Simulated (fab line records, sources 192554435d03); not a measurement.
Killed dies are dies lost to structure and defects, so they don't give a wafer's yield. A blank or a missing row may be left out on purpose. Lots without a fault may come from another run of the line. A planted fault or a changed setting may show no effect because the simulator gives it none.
Chamber matching | flow n5_finfet | N5_FIN_SAQP_MANDREL2_REMOVE_60 on rie_si-02: 4 sister chambers
The step chemistry HBr/Cl2/O2, target a-Si, stops on SiNx, bt time 10 s. 18 wafers are shown with their chamber, then 9 later ones without.

WAFERS WITH THEIR CHAMBER
wafer  | chamber | drypump_motor_current_A (A) | throttle_valve_pct (%) | oes_product_au (a.u.)
L074.3 | 0       | 5.2                         | 36.99                  | 1.017
L074.5 | 3       | 5.7                         | 36.98                  | 0.973
L074.6 | 1       | 6.3                         | 36.64                  | 1.012
L079.1 | 1       | 6.3                         | 36.66                  | 1.002
L079.3 | 2       | 6.1                         | 36.67                  | 1.026
L079.5 | 3       | 5.7                         | 36.96                  | 0.969
L083.3 | 3       | 5.7                         | 36.97                  | 0.958
L083.4 | 1       | 6.3                         | 36.66                  | 1.000
L083.5 | 2       | 6.1                         | 36.69                  | 1.019
L088.1 | 2       | 6.1                         | 36.69                  | 1.018
L088.3 | 3       | 5.7                         | 36.97                  | 0.958
L088.5 | 0       | 5.1                         | 36.99                  | 1.010
L091.1 | 1       | 6.3                         | 36.64                  | 0.999
L091.2 | 0       | 5.2                         | 36.98                  | 1.018
L091.6 | 0       | 5.2                         | 36.98                  | 1.024
L092.1 | 0       | 5.1                         | 36.98                  | 1.023
L092.3 | 2       | 6.1                         | 36.69                  | 1.024
L092.4 | 1       | 6.3                         | 36.65                  | 0.998

SIGNATURES (means of the wafers above)
reading                 | chamber 0 | chamber 1 | chamber 2 | chamber 3 | scatter within a chamber
drypump_motor_current_A | 5.160     | 6.300     | 6.100     | 5.700     | 0.0293
throttle_valve_pct      | 36.9840   | 36.6500   | 36.6850   | 36.9700   | 0.00854
oes_product_au          | 1.01840   | 1.00220   | 1.02175   | 0.96450   | 0.00583
Rule: a wafer's distance from a chamber is the root of the sum, over the readings, of the square of ((its reading less the chamber's mean) divided by the reading's scatter). The wafer belongs to the nearest chamber; if the next one is less than 2 further off, it can't be placed. The scatter: the root of (the sum of the squares of (reading less its chamber's mean) over the shown wafers, divided by (wafers less chambers)).

WAFERS WITHOUT THEIR CHAMBER
wafer  | drypump_motor_current_A (A) | throttle_valve_pct (%) | oes_product_au (a.u.)
L093.2 | 5.7                         | 36.98                  | 0.975
L093.4 | 6.1                         | 36.69                  | 1.025
L093.5 | 6.1                         | 36.69                  | 1.023
L094.1 | 6.1                         | 36.71                  | 1.023
L094.2 | 6.3                         | 36.66                  | 0.992
L094.3 | 5.7                         | 36.96                  | 0.961
L096.2 | 5.7                         | 36.98                  | 0.969
L096.4 | 5.1                         | 36.98                  | 1.015
L096.5 | 5.1                         | 36.98                  | 1.017

WHICH CHAMBER EACH WENT THROUGH
wafer  | from the rows above | in truth
L093.2 | 3                   | 3
L093.4 | 2                   | 2
L093.5 | 2                   | 2
L094.1 | 2                   | 2
L094.2 | 1                   | 1
L094.3 | 3                   | 3
L096.2 | 3                   | 3
L096.4 | 0                   | 0
L096.5 | 0                   | 0
Placed correctly: 9 of 9. Can't be placed from these rows: 0. Placed wrongly: 0.
